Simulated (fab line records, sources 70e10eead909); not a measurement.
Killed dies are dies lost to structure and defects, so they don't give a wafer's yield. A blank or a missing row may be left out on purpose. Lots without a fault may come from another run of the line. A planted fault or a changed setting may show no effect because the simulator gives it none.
Problem report in the 8D (eight disciplines) form, filled by code | flow nand_harc | the parts of the form that need people (team, actions taken, sign-off) are left out

1. THE PROBLEM
bath_temp_c at NHARC_P_M2_ECD_22 reads a mean of 25.96 C on 2 wafers of 2 lots; wafers without a fault read 24.99 C with a standard deviation of 0.1. That is +9.8 standard deviations from the usual mean.
The step: material Cu, target thk 400 nm.
First seen on wafer L352.2, day 9 15:44, on ecd_cu-02. The record holds 39 wafers of 13 lots with a number at this step. Rule for "out", or "out of limits": more than 4 standard deviations from the usual mean. The other wafers with a number count as sound.

2. WHAT IT IS AND WHAT IT IS NOT
question                    | is               | is not
which readings at this step | bath_temp_c      | -
which lots                  | L352, L355       | L339, L340, L341, L342, L343, L346, L347, L358, L359, L361, L362
which wafers of those lots  | L352.2, L355.5   | L352.3, L352.5, L355.1, L355.6
read on which tools         | ecd_cu-02        | ecd_cu-01
when                        | from day 9 15:44 | up to then (23 sound wafers); but 14 sound wafers of L355, L358, L359, L361, L362 came after

3. SUSPECTS, AND WHAT RULES EACH OUT
Counting: a tool at a process step up to the reading stays a suspect if it ran every lot that is out. Sound lots after the first of them don't rule it out here, since some wafers of a struck lot are sound.
- ecd_cu-02 at NHARC_P_M2_ECD_22 (material Cu, target thk 400 nm): kept. It ran every lot that is out, first L352 (day 9 15:44); its last sound lot up to then is L347 (day 8 05:44). Its own readings are out on those wafers: bath_temp_c.
- Within ecd_cu-02 at NHARC_P_M2_ECD_22: the wafers that are out ran in chamber 0; their sound lot-mates ran in chamber 1.
Left after counting: ecd_cu-02 at NHARC_P_M2_ECD_22.

4. THE CAUSE (what the simulator had put in)
Process parameter drift: ecd_cu-02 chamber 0, from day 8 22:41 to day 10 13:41, at NHARC_P_M2_ECD_22. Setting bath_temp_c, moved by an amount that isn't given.
Counting left only this tool.

5. THE CHAIN OF EFFECTS, in route order
Each row: a reading whose mean over the struck wafers that have a number lies more than 3 standard deviations from the usual. Only readings for which the record gives a usual standard deviation are gone through. hours: the time from each lot's start at the first step in this table that gives one to its start at this step, as a median over the lots. sigmas: the change in usual standard deviations.
hours | step              | reading     | usual   | on struck wafers | change | sigmas
0     | NHARC_P_M2_ECD_22 | bath_temp_c | 24.99 C | 25.96            | +0.98  | +9.8
The process steps in it:
- NHARC_P_M2_ECD_22: material Cu, target thk 400 nm.
Later measuring or inspecting steps at which every struck wafer that the step has a row for has a number for every such reading, and none has moved that far: NHARC_P_M2_THK_MEAS_24, NHARC_END_SORT_01.

6. WHAT WOULD HAVE CAUGHT IT SOONER
In this record the first reading out of limits was taken at day 9 15:44, 17 hours after the fault began at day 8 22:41.
